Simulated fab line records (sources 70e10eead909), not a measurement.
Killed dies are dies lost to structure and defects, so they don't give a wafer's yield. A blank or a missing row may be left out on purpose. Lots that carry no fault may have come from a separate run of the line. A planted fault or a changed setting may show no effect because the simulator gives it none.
fab line records ; flow nandHarc
[record] lots = 12; wafers = 36; lastDay = 33
route steps=1302 shown P_M2@338 P_BONDPAD@368 A_ONON_D1@426 END@1302
lots untouched by any fault: they come from a run of this same line in which no faults occurred
startH: hours from the record's first day to the start of the lot's first wafer shown ; waitH: hours since the lot's step before ; " unchanged from the row above ; L1.1+2: a single row standing in for several wafers ; - value missing, or start not given ; * or withheld: withheld ; < > ~ a bound
route shown NAME@n: names a module that has steps shown in the file, with the first one's number in the route ; usual: mean/standard deviation of fault-free wafers ; same: alike in all rows ; chamber/n: place in a boat ; sites: per-site readings ; _std_site: the values' standard deviation ; _edge_site: outer sites' mean less inner sites' ; radiusMm: for every site, how far away it sits from the centre of the wafer ; mask NAME#n: copy n ; behind: tool/chamber where the wafer was last shaped ; hold: reason for holding the lot/hours on hold/outcome of the hold ; device: whichever transistor did not switch (one of n, p or np) ; end of line: tests run on the same wafers once the route is complete ; a step with no rows: only its recipe ; killed: the dies lost at the first sort to structure and to defects; this is not the yield of the wafer ; map: the dies of a wafer, with x for killed, . for not killed, _ for no die there
set.NAME: the setting as run; set.NAME@STEP: as run at that earlier step ; model.NAME: the simulator's own value behind a step, which no gauge read
steps of the route over a sample of lots; a table a step, a row a wafer
services: when a tool's chamber went out of use (startH, in hours from the record's first day, below 0 if earlier), for how many hours, and the reason
[[steps]]
[step NHARC_P_M2_DEGAS_29]
[recipe] tempC = 250; timeS = 60
[usual] heaterPowerW = 338/35
lot.wafer;tool;chamber;startH;waitH;heaterPowerW
L359.4;pvdSputter-02;-;141.82;-;400
L359.1;pvdSputter-02;-;141.82;-;372
L359.6;pvdSputter-02;-;141.82;-;356
L360.2;pvdSputter-01;-;146.97;-;328
L360.6;pvdSputter-01;-;146.97;-;315
L360.5;pvdSputter-01;-;146.97;-;325
L367.2;pvdSputter-02;-;209.42;-;370
L367.1;pvdSputter-02;-;209.42;-;353
L367.5;pvdSputter-02;-;209.42;-;364
L368.4;pvdSputter-03;-;229.47;-;318
L368.2;pvdSputter-03;-;229.47;-;312
L368.5;pvdSputter-03;-;229.47;-;298
L371.4;pvdSputter-01;-;249.55;-;282
L371.1;pvdSputter-01;-;249.55;-;334
L371.3;pvdSputter-01;-;249.55;-;354
L374.1;pvdSputter-01;-;289.18;-;278
L374.3;pvdSputter-01;-;289.18;-;349
L374.6;pvdSputter-01;-;289.18;-;283
L375.3;pvdSputter-03;-;307.92;-;306
L375.2;pvdSputter-03;-;307.92;-;300
L375.6;pvdSputter-03;-;307.92;-;381
L376.3;pvdSputter-03;-;309.69;-;303
L376.1;pvdSputter-03;-;309.69;-;294
L376.2;pvdSputter-03;-;309.69;-;370
L377.4;pvdSputter-01;-;317.38;-;338
L377.5;pvdSputter-01;-;317.38;-;291
L377.6;pvdSputter-01;-;317.38;-;310
L380.3;pvdSputter-02;-;346.60;-;406
L380.5;pvdSputter-02;-;346.60;-;367
L380.6;pvdSputter-02;-;346.60;-;398
L381.2;pvdSputter-01;-;348.74;-;312
L381.3;pvdSputter-01;-;348.74;-;346
L381.4;pvdSputter-01;-;348.74;-;345
L382.2;pvdSputter-02;-;361.22;-;358
L382.1;pvdSputter-02;-;361.22;-;362
L382.5;pvdSputter-02;-;361.22;-;353
[step NHARC_P_BONDPAD_ETCH_37]
[recipe] targetDepthA = 600; overetchA = 180; timeS = 65.91; ionEnergyEv = 200; n2FlowSccm = 150; h2FlowSccm = 150; arFlowSccm = 0; rfW = 400; biasW = 150; chemistry = N2/H2
[usual] drypumpMotorCurrentA = 5.6/0.31; oesProductAu = 0.993/0.013; rfVppV = 431.9/2.6; showerheadPlenumPTorr = 2.09/0.094; throttleValvePct = 14.170/0.0089
lot.wafer;tool;chamber;startH;waitH;drypumpMotorCurrentA;oesProductAu;rfHoursCounterH;rfVppV;showerheadPlenumPTorr;throttleValvePct
L359.4;rieDiel-10;1;145.36;0.1;5.6;1.010;3.5;429.1;2.00;14.166
L359.1;rieDiel-10;2;145.36;0.1;5.7;0.975;3.5;429.9;2.04;14.179
L359.6;rieDiel-10;0;145.36;0.1;5.7;0.999;-;433.4;2.18;14.188
L360.2;rieDiel-10;1;150.50;0.1;5.7;1.003;4.1;430.6;2.00;14.159
L360.5;rieDiel-10;2;150.50;0.1;5.7;0.979;-;430.1;2.04;14.163
L360.6;rieDiel-10;3;150.50;0.1;5.4;0.982;-;433.9;2.19;14.167
L367.1;rieDiel-12;1;213.02;0.1;5.6;0.994;2.4;427.6;1.94;14.177
L367.2;rieDiel-12;3;213.02;0.1;5.7;0.981;2.3;434.6;2.19;14.174
L367.5;rieDiel-12;0;213.02;0.1;6.2;0.992;-;433.2;2.15;14.170
L368.2;rieDiel-12;1;233.27;0.1;5.6;0.993;3.4;428.5;1.94;14.170
L368.5;rieDiel-12;1;233.27;0.1;5.6;0.994;-;428.2;1.94;14.171
L368.4;rieDiel-12;3;233.27;0.1;5.7;0.985;-;435.0;2.19;14.183
L371.4;rieDiel-12;2;253.21;0.1;5.1;1.006;3.9;433.8;2.17;14.176
L371.1;rieDiel-12;3;253.21;0.1;5.7;0.978;3.9;435.1;2.19;14.171
L371.3;rieDiel-12;0;253.21;0.1;6.2;0.998;2.7;432.4;2.15;14.167
L374.3;rieDiel-10;0;292.99;0.1;5.8;0.988;1.3;433.2;2.18;14.181
L374.1;rieDiel-10;2;292.99;0.1;5.7;0.987;1.3;429.7;2.04;14.170
L374.6;rieDiel-10;0;292.99;0.1;5.8;0.996;-;434.8;2.18;14.164
L375.2;rieDiel-01;3;311.88;0.1;5.2;0.999;4.9;432.7;2.15;14.177
L375.3;rieDiel-01;0;311.88;0.1;5.9;1.009;4.7;430.5;2.08;14.182
L375.6;rieDiel-01;2;311.88;0.1;5.3;1.000;-;429.2;1.97;14.175
L376.1;rieDiel-12;1;313.75;0.1;5.6;1.002;1.1;428.4;1.94;14.168
L376.3;rieDiel-12;2;313.75;0.1;5.1;1.011;1.2;433.4;2.17;14.167
L376.2;rieDiel-12;3;313.75;0.1;5.7;0.972;1.0;433.5;2.19;14.168
L377.4;rieDiel-12;1;320.98;0.1;5.6;1.004;1.2;425.1;1.94;14.188
L377.5;rieDiel-12;1;320.98;0.1;5.6;1.007;-;428.1;1.94;14.155
L377.6;rieDiel-12;2;320.98;0.1;5.1;1.013;-;433.7;2.17;14.170
L380.3;rieDiel-10;0;350.37;0.1;5.8;0.991;5.2;435.0;2.18;14.169
L380.5;rieDiel-10;0;350.37;0.1;5.7;1.008;-;434.0;2.18;14.172
L380.6;rieDiel-10;1;350.37;0.1;5.6;0.977;-;428.9;2.00;14.182
L381.2;rieDiel-10;0;352.43;0.1;5.7;0.997;5.4;434.6;2.18;14.185
L381.3;rieDiel-10;1;352.43;0.1;5.6;0.984;5.2;429.1;2.00;14.168
L381.4;rieDiel-10;3;352.43;0.1;5.4;0.993;5.1;435.6;2.19;14.181
L382.2;rieDiel-12;3;364.98;0.1;5.7;0.978;2.3;434.9;2.19;14.160
L382.1;rieDiel-12;0;364.98;0.1;6.2;0.998;2.4;434.3;2.15;14.168
L382.5;rieDiel-12;2;364.98;0.1;5.2;1.022;-;433.2;2.17;14.161
[step NHARC_P_BONDPAD_ACTIVATE_29]
[recipe] timeS = 60; n2FlowSccm = 200; arFlowSccm = 0; biasPowerW = 0; chemistry = N2
[usual] drypumpMotorCurrentA = 5.6/0.31; oesProductAu = 0.993/0.014; rfVppV = 64.4/0.84; showerheadPlenumPTorr = 1.81/0.081
lot.wafer;tool;chamber;startH;waitH;drypumpMotorCurrentA;oesProductAu;rfHoursCounterH;rfVppV;showerheadPlenumPTorr
L359.1;rieDiel-10;1;147.98;0.1;5.6;0.996;4.0;63.4;1.74
L359.4;rieDiel-10;0;147.98;0.1;5.7;1.003;3.9;64.5;1.89
L359.6;rieDiel-10;2;147.98;0.1;5.7;0.969;-;65.4;1.77
L360.2;rieDiel-12;0;153.02;0.1;6.3;1.005;0.7;64.8;1.86
L360.6;rieDiel-12;2;153.02;0.1;5.1;1.004;-;63.7;1.88
L360.5;rieDiel-12;3;153.02;0.1;5.7;0.993;-;64.1;1.89
L367.1;rieDiel-12;1;215.55;0.1;5.6;0.998;2.7;63.1;1.68
L367.2;rieDiel-12;3;215.55;0.1;5.7;0.978;2.6;65.1;1.89
L367.5;rieDiel-12;1;215.55;0.1;5.6;0.992;-;63.8;1.68
L368.2;rieDiel-12;2;235.84;0.1;5.1;1.006;3.6;63.3;1.88
L368.4;rieDiel-12;2;235.84;0.1;5.1;1.014;-;64.9;1.88
L368.5;rieDiel-12;3;235.84;0.1;5.7;0.978;-;63.8;1.89
L371.4;rieDiel-01;2;255.76;0.1;5.3;1.003;2.4;63.3;1.70
L371.1;rieDiel-01;3;255.76;0.1;5.3;0.999;1.9;64.4;1.86
L371.3;rieDiel-01;0;255.76;0.1;5.8;1.016;2.0;65.5;1.80
L374.3;rieDiel-01;0;295.50;0.1;5.9;1.005;3.3;64.9;1.80
L374.1;rieDiel-01;3;295.50;0.1;5.3;0.986;3.7;64.3;1.86
L374.6;rieDiel-01;0;295.50;0.1;5.9;1.015;-;65.3;1.80
L375.2;rieDiel-12;1;314.42;0.1;5.6;1.000;1.2;65.1;1.68
L375.3;rieDiel-12;3;314.42;0.1;5.7;0.960;1.0;64.9;1.89
L375.6;rieDiel-12;0;314.42;0.1;6.2;0.989;-;64.6;1.86
L376.2;rieDiel-10;1;316.26;0.1;5.6;0.980;3.4;63.8;1.73
L376.1;rieDiel-10;3;316.26;0.1;5.4;0.989;3.6;63.9;1.90
L376.3;rieDiel-10;0;316.26;0.1;5.7;0.999;3.7;64.6;1.88
L377.4;rieDiel-12;0;323.50;0.1;6.2;1.001;1.0;63.7;1.86
L377.5;rieDiel-12;3;323.50;0.1;5.7;0.976;-;64.8;1.89
L377.6;rieDiel-12;0;323.50;0.1;6.2;0.994;-;64.3;1.86
L380.3;rieDiel-10;1;352.96;0.1;5.6;0.987;5.3;64.1;1.73
L380.6;rieDiel-10;0;352.96;0.1;5.8;0.995;-;66.6;1.88
L380.5;rieDiel-10;1;352.96;0.1;5.6;0.994;-;64.0;1.73
L381.2;rieDiel-01;3;355.01;0.1;5.3;1.002;7.2;65.0;1.86
L381.3;rieDiel-01;0;355.01;0.1;5.9;1.004;7.1;63.1;1.80
L381.4;rieDiel-01;1;355.01;0.1;6.2;0.993;6.6;64.2;1.69
L382.2;rieDiel-12;2;367.52;0.1;5.1;1.019;2.6;64.8;1.87
L382.1;rieDiel-12;0;367.52;0.1;6.2;1.006;2.7;65.4;1.86
L382.5;rieDiel-12;2;367.52;0.1;5.1;1.027;-;64.3;1.87
[step NHARC_A_ONON_D1_DEP_03]
[recipe] targetThkA = 10000; n2FlowSccm = 2750; n2oFlowSccm = 2000; nh3FlowSccm = 500; sih4FlowSccm = 210; tempC = 400
lot.wafer;tool;chamber;startH;waitH
L359.1+4+6;pecvdOnon-03;0;171.68;0.1
L360.2+5+6;pecvdOnon-02;0;179.92;0.1
L367.1+2+5;pecvdOnon-02;0;236.10;0.1
L368.2+4+5;pecvdOnon-02;0;260.18;0.1
L371.1+3+4;pecvdOnon-03;0;281.90;0.1
L374.1+3+6;pecvdOnon-01;0;320.34;0.1
L376.1+2+3;pecvdOnon-03;0;339.82;0.1
L375.2+3+6;pecvdOnon-01;0;339.93;0.1
L377.4+5+6;pecvdOnon-03;0;347.36;0.2
L380.3+5+6;pecvdOnon-03;0;376.55;0.2
L381.2+3+4;pecvdOnon-01;0;376.63;0.2
L382.1+2+5;pecvdOnon-02;0;391.92;0.1
[step NHARC_A_ONON_D1_THK_MEAS_05]
[recipe] thkMeasGauge = ellipsometry
[usual] thkNm = 998/13
lot.wafer;tool;chamber;startH;waitH;thkNm
L359.1;filmMetro-01;-;172.19;-;999
L359.4;filmMetro-01;-;172.19;-;1000
L359.6;filmMetro-01;-;172.19;-;997
L360.2;filmMetro-01;-;180.38;-;1009
L360.5;filmMetro-01;-;180.38;-;1009
L360.6;filmMetro-01;-;180.38;-;1009
L367.1;filmMetro-01;-;236.61;-;1527
L367.2;filmMetro-01;-;236.61;-;1526
L367.5;filmMetro-01;-;236.61;-;1526
L368.2;filmMetro-01;-;260.63;-;1521
L368.4;filmMetro-01;-;260.63;-;1522
L368.5;filmMetro-01;-;260.63;-;1522
L371.1;filmMetro-01;-;282.41;-;1012
L371.3;filmMetro-01;-;282.41;-;1013
L371.4;filmMetro-01;-;282.41;-;1015
L374.1;filmMetro-02;-;320.85;-;1007
L374.3;filmMetro-02;-;320.85;-;1004
L374.6;filmMetro-02;-;320.85;-;1003
L376.1;filmMetro-01;-;340.33;-;1011
L376.2;filmMetro-01;-;340.33;-;1010
L376.3;filmMetro-01;-;340.33;-;1009
L375.2;filmMetro-02;-;340.37;-;983
L375.3;filmMetro-02;-;340.37;-;982
L375.6;filmMetro-02;-;340.37;-;982
L377.4;filmMetro-02;-;347.72;-;989
L377.5;filmMetro-02;-;347.72;-;991
L377.6;filmMetro-02;-;347.72;-;990
L380.3;filmMetro-01;-;376.94;-;999
L380.5;filmMetro-01;-;376.94;-;997
L380.6;filmMetro-01;-;376.94;-;998
L381.2;filmMetro-01;-;377.08;-;1015
L381.3;filmMetro-01;-;377.08;-;1017
L381.4;filmMetro-01;-;377.08;-;1016
L382.1;filmMetro-01;-;392.43;-;992
L382.2;filmMetro-01;-;392.43;-;992
L382.5;filmMetro-01;-;392.43;-;992
[step NHARC_END_SORT_01]
[recipe] tempC = 25
[usual] killedAtArray = 61/24; killedAtOther = 1.2/1.3; killedAtPeriphery = 3.7/2.6; killedDies = 66/23; killedOpen = 3.3/1.8; killedShort = 2.4/1.6
[same] grossDies = 677
lot.wafer;tool;chamber;startH;waitH;killedAtArray;killedAtOther;killedAtPeriphery;killedDies;killedOpen;killedShort
L367.1;prober-01;0;622.06;2.5;669;0;8;677;2;6
L367.2;prober-01;0;622.85;2.8;669;1;7;677;3;5
L367.5;prober-01;0;625.24;3.7;671;0;6;677;3;6
L368.2;prober-01;0;657.28;2.8;674;0;3;677;2;3
L368.4;prober-01;0;658.88;3.4;671;3;3;677;2;1
L368.5;prober-01;0;659.68;3.7;672;1;4;677;5;1
// killed by level:class
L367.1 A_ONON_D1:areaDep=552 A_CHANNEL_HOLE_D2:chamberFilmFlake=39 A_CHANNEL_HOLE_D1:chamberFilmFlake=39 A_SLIT:chamberFilmFlake=28 P_BONDPAD:chamberFilmFlake=4 A_WL_FILL:geometricParticle:short=3 A_CONTACT:chamberFilmFlake=3 P_CONTACT:geometricParticle:short=1
L367.2 A_ONON_D1:areaDep=562 A_CHANNEL_HOLE_D2:chamberFilmFlake=34 A_CHANNEL_HOLE_D1:chamberFilmFlake=31 A_SLIT:chamberFilmFlake=29 P_BONDPAD:chamberFilmFlake=3 A_WL_FILL:chamberFilmFlake=3 A_CONTACT:chamberFilmFlake=3 P_M0:geometricParticle:short=2
L367.5 A_ONON_D1:areaDep=565 A_CHANNEL_HOLE_D2:chamberFilmFlake=35 A_CHANNEL_HOLE_D1:chamberFilmFlake=34 A_SLIT:chamberFilmFlake=23 A_CONTACT:chamberFilmFlake=3 A_CHANNEL_FILL_D2:geometricParticle:short=2 P_ZERO_WELL:chamberFilmFlake=2 P_BONDPAD:chamberFilmFlake=2
L368.2 A_ONON_D1:areaDep=618 A_SLIT:chamberFilmFlake=29 A_CHANNEL_HOLE_D2:chamberFilmFlake=13 A_CHANNEL_HOLE_D1:chamberFilmFlake=5 A_DECK1_JOINT:geometricParticle:short=2 P_ZERO_WELL:chamberFilmFlake=2 A_CONTACT:chamberFilmFlake=2 P_M0:geometricParticle:open=1
L368.4 A_ONON_D1:areaDep=614 A_SLIT:chamberFilmFlake=34 A_CHANNEL_HOLE_D2:chamberFilmFlake=16 THIN_TSV:chamberFilmFlake=3 P_STI:chamberFilmFlake=2 A_CHANNEL_HOLE_D1:chamberFilmFlake=2 P_M1:geometricParticle:open=1 A_CHANNEL_FILL_D1:geometricParticle:open=1
L368.5 A_ONON_D1:areaDep=620 A_SLIT:chamberFilmFlake=30 A_CHANNEL_HOLE_D2:chamberFilmFlake=12 A_ZERO_WELL:chamberFilmFlake=3 A_CHANNEL_FILL_D2:geometricParticle:open=2 P_GATE:chamberFilmFlake=2 P_M0:geometricParticle:open=1 A_DECK1_JOINT:geometricParticle:open=1
[[services]]
tool;chamber;startH;hours;kind
pvdSputter-01;-;134.84;7.9;repair
rieDiel-10;2;157.98;2.0;repair
rieDiel-12;0;183.76;5.4;repair
pecvdOnon-02;-;185.14;13.0;pm
rieDiel-01;0;185.87;6.5;repair
rieDiel-10;1;189.39;11.8;repair
rieDiel-12;-;192.65;5.0;repair
rieDiel-01;-;203.96;9.0;pm
rieDiel-12;2;204.09;4.3;repair
rieDiel-01;1;213.72;9.4;repair
pecvdOnon-03;-;217.45;0.2;repair
pvdSputter-01;-;226.02;10.0;pm
rieDiel-12;0;227.09;19.7;repair
pecvdOnon-03;-;227.42;13.0;pm
rieDiel-10;-;242.63;9.0;pm
rieDiel-12;-;268.40;9.0;pm
pvdSputter-02;-;282.00;10.0;pm
pvdSputter-02;-;320.24;2.9;repair
pvdSputter-01;-;342.37;5.3;repair
rieDiel-01;-;351.14;0.8;repair
rieDiel-12;1;363.71;4.1;repair
pecvdOnon-02;-;366.14;13.0;pm
rieDiel-01;-;380.96;9.0;pm
pecvdOnon-03;-;390.92;1.4;repair
[[key]]
[firstSign] step = NHARC_A_ONON_D1_THK_MEAS_05; reading = thkNm; direction = up; sigmas = 41; usual = 998; struck = 1524
[effect] step = NHARC_END_SORT_01; reading = killedDies; direction = up; sigmas = 27; usual = 66; struck = 677
[moreKillsBornAt] NHARC_A_ONON_D1_DEP_03@pecvdOnon-02 = 3531
metAt NHARC_A_ONON_D1_DEP_03
struckLots L367,L368
struckWafers L367.1,L367.2,L367.5,L368.2,L368.4,L368.5
laterRowsLeftOut L367.1,L367.2,L367.5,L368.2,L368.4,L368.5
testerLeftOut L367,L368
notActingAt NHARC_P_M2_DEGAS_29,NHARC_P_BONDPAD_ETCH_37,NHARC_P_BONDPAD_ACTIVATE_29
onsetBetween 179.92 236.10
[fault] kind = processParameterDrift; tool = pecvdOnon-02; chamber = 0; onsetH = 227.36; steps = NHARC_A_ONON_D1_DEP_03; channel = targetThkA; offset = *; shape = step; endH = 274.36; actsIn = *; stated = *
// testerLeftOut: of these lots the tester's yield and bins aren't shown, on N5 and GAA mostly nor the transistor test; their killed dies are dies lost to structure and defects alone, not to doping, threshold or leakage, so they don't give the yield
// laterRowsLeftOut: the simulator's readings of these wafers behind a module that went badly wrong aren't trusted and aren't shown, but for the sort
